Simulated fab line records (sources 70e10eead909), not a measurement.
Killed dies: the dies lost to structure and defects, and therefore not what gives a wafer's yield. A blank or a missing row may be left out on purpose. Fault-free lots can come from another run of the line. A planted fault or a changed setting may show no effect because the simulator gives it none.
fab line records ; flow nand-harc
record: lots: 12; wafers: 35; last-day: 32
route steps=1302 shown A_STAIRCASE@713
lots with no fault: from the same line, run without faults
start-h: the number of hours between the record's first day and the start of the first shown wafer of the lot ; wait-h: hours since the lot's step before ; " unchanged from the row above ; L1.1+2: a row that stands for several wafers ; - no value, or no start was given ; * or withheld: withheld ; < > ~ a bound
route shown NAME@n: a module of which the file shows steps, and the number in the route of the first ; usual: mean and standard deviation over wafers with no fault ; same: alike in all rows ; chamber/n: place in a boat ; sites: per-site readings ; _std_site: standard deviation of those values ; _edge_site: mean of outer sites minus mean of inner sites ; radius-mm: how far each site lies from the wafer's centre ; mask NAME#n: copy n ; behind: the most recent tool/chamber to have shaped the wafer ; hold: reason for holding the lot/hours on hold/outcome of the hold ; device: names the non-switching transistor (n, p or np) ; end of line: the route-end tests of the same wafers ; step lacking rows: just its recipe ; killed: dies that structure and defects cost at the first sort, which is not the same as the wafer's yield ; map: shows each die of a wafer: x if killed, . if not, _ if none is there
set.NAME: the setting that was run; set.NAME@STEP: the one run at that earlier step ; model.NAME: the simulator's own value behind a step, which no gauge read
one table for each step of the route and one row for each wafer, over a sample of lots
services: a tool's chamber out of use, with start hour (start-h, from the record's first day; less than 0 if before it), hours out, and reason
== steps ==
step: NHARC_A_STAIRCASE_ETCH_199
recipe: target-depth-a: 1000; time-s: 40.5; ion-energy-ev: 400; c4f8-flow-sccm: 20; o2-flow-sccm: 10; ar-flow-sccm: withheld; rf-w: 600; bias-w: 1000; chemistry: C4F8/O2
usual: oes-product-au: 0.944/0.013; rf-vpp-V: 896/5.7
lot.wafer;tool;chamber;start-h;wait-h;oes-product-au;rf-hours-counter-h;rf-vpp-V
L115.1;rie-diel-07;0;-;-;0.951;28;889
L115.2;rie-diel-07;1;-;-;0.948;26;904
L115.4;rie-diel-07;1;-;-;0.947;-;905
L116.4;rie-diel-01;3;-;-;0.956;60;890
L116.1;rie-diel-01;1;-;-;0.950;54;897
L116.2;rie-diel-01;2;-;-;0.956;60;896
L120.4;rie-diel-07;1;-;-;0.973;41;904
L120.5;rie-diel-07;3;-;-;0.940;-;892
L121.4;rie-diel-01;2;-;-;0.947;19;896
L121.6;rie-diel-01;2;-;-;0.951;-;895
L121.5;rie-diel-01;3;-;-;0.976;-;889
L127.2;rie-diel-01;3;-;-;0.943;38;890
L127.4;rie-diel-01;0;-;-;0.941;33;892
L127.5;rie-diel-01;2;-;-;0.950;-;895
L129.1;rie-diel-01;3;-;-;0.921;47;889
L129.3;rie-diel-01;0;-;-;0.942;43;890
L129.4;rie-diel-01;2;-;-;0.949;52;894
L131.3;rie-diel-01;0;-;-;0.962;45;891
L131.2;rie-diel-01;2;-;-;0.947;55;895
L131.5;rie-diel-01;0;-;-;0.959;-;893
L130.3;rie-diel-06;2;-;-;0.918;8;905
L130.2;rie-diel-06;3;-;-;0.938;8;904
L130.6;rie-diel-06;0;-;-;0.942;-;901
L133.3;rie-diel-07;1;-;-;0.944;18;901
L133.4;rie-diel-07;2;-;-;0.946;20;892
L133.1;rie-diel-07;0;-;-;0.955;17;890
L132.2;rie-diel-07;2;-;-;0.936;21;892
L132.3;rie-diel-07;0;-;-;0.954;17;890
L132.6;rie-diel-07;3;-;-;0.936;-;892
L135.2;rie-diel-07;0;-;-;0.952;26;891
L135.6;rie-diel-07;1;-;-;0.939;-;903
L135.4;rie-diel-07;3;-;-;0.916;-;893
L134.2;rie-diel-07;0;-;-;0.967;28;890
L134.4;rie-diel-07;3;-;-;0.940;-;892
L134.5;rie-diel-07;1;-;-;0.953;-;903
step: NHARC_A_STAIRCASE_TRIM_202
recipe: time-s: 211.2; o2-flow-sccm: 500; ar-flow-sccm: 0; bias-w: 0; chemistry: O2
usual: drypump-motor-current-A: 5.6/0.36; oes-product-au: 1.001/0.0085; rf-vpp-V: 57.9/0.86; run-length-s: 232.7/0.45; showerhead-plenum-p-Torr: 3.54/0.15; throttle-valve-pct: 17.036/0.0082
lot.wafer;tool;chamber;start-h;wait-h;drypump-motor-current-A;oes-product-au;rf-hours-counter-h;rf-vpp-V;run-length-s;showerhead-plenum-p-Torr;throttle-valve-pct
L115.2;rie-diel-07;0;-;-;5.0;1.002;28;57.0;232.8;3.38;17.028
L115.1;rie-diel-07;3;-;-;5.8;0.989;29;58.6;232.8;3.47;17.046
L115.4;rie-diel-07;3;-;-;5.8;0.991;-;58.6;233.0;3.47;17.047
L116.2;rie-diel-01;1;-;-;5.7;0.992;54;56.8;233.2;3.58;17.037
L116.4;rie-diel-01;2;-;-;6.0;0.997;60;57.1;232.1;3.52;17.037
L116.1;rie-diel-01;3;-;-;6.2;1.001;60;57.8;232.5;3.37;17.036
L120.4;rie-diel-07;0;-;-;5.0;1.001;44;58.5;232.8;3.38;17.018
L120.5;rie-diel-07;1;-;-;5.3;1.008;-;57.9;231.9;3.75;17.042
L121.4;rie-diel-01;0;-;-;5.4;0.988;14;57.4;232.8;3.41;17.040
L121.5;rie-diel-01;0;-;-;5.4;0.998;-;58.4;232.9;3.41;17.030
L121.6;rie-diel-01;1;-;-;5.6;0.996;-;57.6;233.1;3.57;17.035
L127.2;rie-diel-01;1;-;-;5.6;0.996;37;58.1;232.9;3.56;17.030
L127.4;rie-diel-01;3;-;-;6.3;1.009;38;57.9;232.2;3.35;17.041
L127.5;rie-diel-01;2;-;-;6.0;1.000;-;57.1;232.6;3.50;17.043
L129.3;rie-diel-01;1;-;-;5.6;0.997;48;59.4;232.9;3.55;17.043
L129.1;rie-diel-01;3;-;-;6.2;1.003;47;58.9;232.6;3.34;17.039
L129.4;rie-diel-01;0;-;-;5.4;1.012;43;58.3;232.5;3.39;17.037
L131.3;rie-diel-01;1;-;-;5.6;0.988;50;57.7;232.9;3.55;17.048
L131.2;rie-diel-01;3;-;-;6.2;0.994;50;58.3;232.4;3.34;17.035
L131.5;rie-diel-01;2;-;-;6.0;1.002;-;58.1;232.1;3.49;17.053
L130.2;rie-diel-06;0;-;-;6.2;1.009;7;57.8;233.5;3.65;17.036
L130.3;rie-diel-06;2;-;-;5.3;1.000;8;58.2;233.3;3.76;17.040
L130.6;rie-diel-06;3;-;-;5.9;1.002;-;59.1;232.6;3.74;17.036
L133.1;rie-diel-07;2;-;-;5.5;0.997;21;56.7;233.3;3.43;17.050
L133.4;rie-diel-07;0;-;-;5.0;1.004;17;56.0;232.7;3.36;17.030
L133.3;rie-diel-07;1;-;-;5.4;1.008;18;58.3;231.8;3.73;17.035
L132.2;rie-diel-07;1;-;-;5.3;1.015;18;58.8;231.9;3.74;17.038
L132.3;rie-diel-07;3;-;-;5.8;0.995;21;57.3;233.1;3.44;17.025
L132.6;rie-diel-07;1;-;-;5.3;1.003;-;57.7;232.3;3.74;17.046
L135.2;rie-diel-07;1;-;-;5.3;1.001;28;58.4;231.8;3.73;17.039
L135.6;rie-diel-07;3;-;-;5.8;1.000;-;57.3;232.7;3.43;17.024
L135.4;rie-diel-07;0;-;-;5.0;1.010;-;58.5;233.0;3.35;17.028
L134.2;rie-diel-07;1;-;-;5.3;0.998;30;58.9;231.9;3.73;17.040
L134.5;rie-diel-07;1;-;-;5.3;0.994;-;59.7;231.8;3.73;17.044
L134.4;rie-diel-07;3;-;-;5.8;0.995;-;56.7;232.8;3.43;17.025
step: NHARC_A_STAIRCASE_TRIM_224
recipe: time-s: 211.2; o2-flow-sccm: 500; ar-flow-sccm: 0; bias-w: 0; chemistry: O2
usual: drypump-motor-current-A: 5.7/0.37; oes-product-au: 0.998/0.0098; rf-vpp-V: 58.0/0.95; run-length-s: 232.7/0.43; showerhead-plenum-p-Torr: 3.54/0.15; throttle-valve-pct: 17.037/0.0095
lot.wafer;tool;chamber;start-h;wait-h;drypump-motor-current-A;oes-product-au;rf-hours-counter-h;rf-vpp-V;run-length-s;showerhead-plenum-p-Torr;throttle-valve-pct
L115.2;rie-diel-01;3;375.45;-;6.3;1.007;59;57.3;232.7;3.37;17.025
L115.4;rie-diel-01;0;375.45;-;5.4;0.996;52;57.9;233.0;3.42;17.036
L115.1;rie-diel-01;1;375.45;-;5.6;0.992;53;58.1;233.1;3.58;17.036
L116.4;rie-diel-07;0;383.14;-;5.0;1.007;29;57.5;232.8;3.38;17.046
L116.1;rie-diel-07;2;383.14;-;5.5;0.991;25;58.0;233.0;3.46;17.045
L116.2;rie-diel-07;3;383.14;-;5.8;0.994;31;58.8;232.8;3.47;17.038
L120.4;rie-diel-07;2;431.40;-;5.5;0.991;39;58.4;221.9;3.45;17.051
L120.5;rie-diel-07;0;431.40;-;5.0;0.998;-;58.4;232.6;3.38;17.041
L121.4;rie-diel-07;0;446.55;-;5.0;1.012;51;56.0;221.5;3.37;17.043
L121.6;rie-diel-07;2;446.55;-;5.5;0.997;-;57.9;221.7;3.45;17.021
L121.5;rie-diel-07;3;446.55;-;5.9;1.002;-;57.3;233.0;3.46;17.039
L127.4;rie-diel-01;3;495.50;-;6.3;1.008;38;58.7;232.1;3.34;17.040
L127.2;rie-diel-01;1;495.50;-;5.6;0.991;37;59.6;232.9;3.56;17.031
L127.5;rie-diel-01;3;495.50;-;6.3;0.995;-;57.6;232.3;3.35;17.026
L129.3;rie-diel-01;1;525.44;-;5.7;0.987;48;58.5;232.8;3.55;17.038
L129.4;rie-diel-01;2;525.44;-;6.0;0.997;52;57.9;231.9;3.50;17.018
L129.1;rie-diel-01;3;525.44;-;6.3;0.982;48;58.0;232.3;3.34;17.037
L131.3;rie-diel-01;1;532.35;-;5.6;0.982;51;59.2;233.3;3.55;17.047
L131.2;rie-diel-01;2;532.35;-;6.0;0.997;55;57.9;232.1;3.49;17.037
L131.5;rie-diel-01;3;532.35;-;6.2;0.984;-;56.3;232.2;3.34;17.034
L130.3;rie-diel-06;3;532.73;-;5.9;0.995;9;58.6;232.7;3.74;17.030
L130.2;rie-diel-06;0;532.73;-;6.2;1.003;7;58.2;232.8;3.65;17.045
L130.6;rie-diel-06;2;532.73;-;5.3;0.971;-;58.3;233.2;3.76;17.039
L133.4;rie-diel-06;3;547.69;-;5.9;0.993;17;60.2;232.7;3.74;17.044
L133.3;rie-diel-06;1;547.69;-;5.8;0.995;12;59.6;233.2;3.71;17.047
L133.1;rie-diel-06;2;547.69;-;5.3;0.973;16;59.0;233.1;3.76;17.052
L132.2;rie-diel-07;3;547.98;-;5.8;0.984;22;57.2;233.1;3.44;17.043
L132.3;rie-diel-07;2;547.98;-;5.5;0.988;22;56.6;233.2;3.43;17.058
L132.6;rie-diel-07;3;547.98;-;5.8;0.984;-;58.6;232.8;3.44;17.040
L135.2;rie-diel-06;3;572.39;-;5.9;0.999;25;57.1;232.5;3.73;17.035
L135.4;rie-diel-06;0;572.39;-;6.2;0.995;21;58.7;233.0;3.64;17.046
L135.6;rie-diel-06;3;572.39;-;5.9;1.000;-;59.8;232.5;3.73;17.024
L134.4;rie-diel-01;3;577.46;-;6.3;0.985;1;57.2;232.1;3.33;17.057
L134.2;rie-diel-01;0;577.46;-;5.4;0.996;1;56.4;232.5;3.39;17.037
L134.5;rie-diel-01;1;577.46;-;5.6;0.989;-;58.7;232.9;3.54;17.034
step: NHARC_A_STAIRCASE_ETCH_236
recipe: target-depth-a: 1000; time-s: 40.5; ion-energy-ev: 400; c4f8-flow-sccm: 20; o2-flow-sccm: 10; ar-flow-sccm: withheld; rf-w: 600; bias-w: 1000; chemistry: C4F8/O2
usual: oes-product-au: 0.943/0.011; rf-vpp-V: 898/5.5
lot.wafer;tool;chamber;start-h;wait-h;oes-product-au;rf-hours-counter-h;rf-vpp-V
L115.2;rie-diel-01;2;-;-;0.948;59;897
L115.4;rie-diel-01;3;-;-;0.950;59;890
L115.1;rie-diel-01;0;-;-;0.944;52;892
L116.4;rie-diel-07;0;-;-;0.964;30;892
L116.1;rie-diel-07;2;-;-;0.940;26;893
L116.2;rie-diel-07;3;-;-;0.952;31;894
L120.4;rie-diel-06;3;-;-;0.952;46;906
L120.5;rie-diel-06;1;-;-;0.922;-;904
L121.4;rie-diel-07;3;-;-;0.939;53;893
L121.6;rie-diel-07;1;-;-;0.960;-;903
L121.5;rie-diel-07;2;-;-;0.935;-;893
L127.2;rie-diel-01;2;-;-;0.938;41;895
L127.4;rie-diel-01;0;-;-;0.949;34;890
L127.5;rie-diel-01;2;-;-;0.958;-;894
L129.1;rie-diel-06;0;-;-;0.957;6;900
L129.3;rie-diel-06;1;-;-;0.933;5;900
L129.4;rie-diel-06;2;-;-;0.934;7;905
L131.3;rie-diel-07;3;-;-;0.935;15;892
L131.2;rie-diel-07;2;-;-;0.941;15;892
L131.5;rie-diel-07;1;-;-;0.949;-;905
L130.2;rie-diel-06;2;-;-;0.925;9;905
L130.3;rie-diel-06;0;-;-;0.941;8;900
L130.6;rie-diel-06;1;-;-;0.936;-;904
L132.2;rie-diel-07;0;-;-;0.953;19;889
L132.3;rie-diel-07;1;-;-;0.940;21;904
L132.6;rie-diel-07;3;-;-;0.931;-;891
L133.3;rie-diel-06;1;-;-;0.958;13;903
L133.4;rie-diel-06;3;-;-;0.949;19;902
L133.1;rie-diel-06;0;-;-;0.944;15;901
L135.2;rie-diel-01;3;-;-;0.943;0;889
L135.4;rie-diel-01;0;-;-;0.946;0;892
L135.6;rie-diel-01;2;-;-;0.946;-;895
L134.4;rie-diel-06;3;-;-;0.933;25;902
L134.2;rie-diel-06;2;-;-;0.938;24;904
L134.5;rie-diel-06;0;-;-;0.948;-;901
== services ==
tool;chamber;start-h;hours;kind
rie-diel-01;0;349.82;14.4;repair
rie-diel-06;1;352.26;5.6;repair
rie-diel-07;0;355.51;-;clean
rie-diel-07;1;355.51;-;clean
rie-diel-07;2;355.51;-;clean
rie-diel-07;3;355.51;-;clean
rie-diel-06;-;361.47;1.0;repair
rie-diel-07;2;364.79;12.7;repair
rie-diel-07;0;380.01;-;clean
rie-diel-07;1;380.01;-;clean
rie-diel-07;2;380.01;-;clean
rie-diel-07;3;380.01;-;clean
rie-diel-01;-;383.18;9.0;pm
rie-diel-01;0;397.08;3.2;repair
rie-diel-07;0;404.51;-;clean
rie-diel-07;1;404.51;-;clean
rie-diel-07;2;404.51;-;clean
rie-diel-07;2;418.06;6.2;repair
rie-diel-07;1;455.72;4.9;repair
rie-diel-07;-;473.83;9.0;pm
rie-diel-06;-;493.45;9.0;pm
rie-diel-07;0;521.78;16.0;repair
rie-diel-07;2;548.44;31.2;repair
rie-diel-01;-;560.43;9.0;pm
== key ==
first-sign: step: NHARC_A_STAIRCASE_TRIM_224; reading: run-length-s; direction: down; sigmas: 25; usual: *; struck: *
effect none on later readings
met-at NHARC_A_STAIRCASE_TRIM_224
struck-lots L120,L121
struck-wafers L120.4,L121.4,L121.6
tester-left-out L120,L121
not-acting-at NHARC_A_STAIRCASE_ETCH_199,NHARC_A_STAIRCASE_TRIM_202,NHARC_A_STAIRCASE_ETCH_236
onset-between 383.14 431.40
fault: kind: process-parameter-drift; tool: rie-diel-07; chamber: -; onset-h: 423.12; steps: NHARC_A_STAIRCASE_TRIM_224; channel: time-s; offset: *; shape: step; end-h: 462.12; scope: struck-wafers-only; acts-in: *; stated: *
tester-left-out: of these lots the tester's yield and bins aren't shown, on N5 and GAA mostly nor the transistor test; their killed dies are dies lost to structure and defects alone, not to doping, threshold or leakage, so they don't give the yield
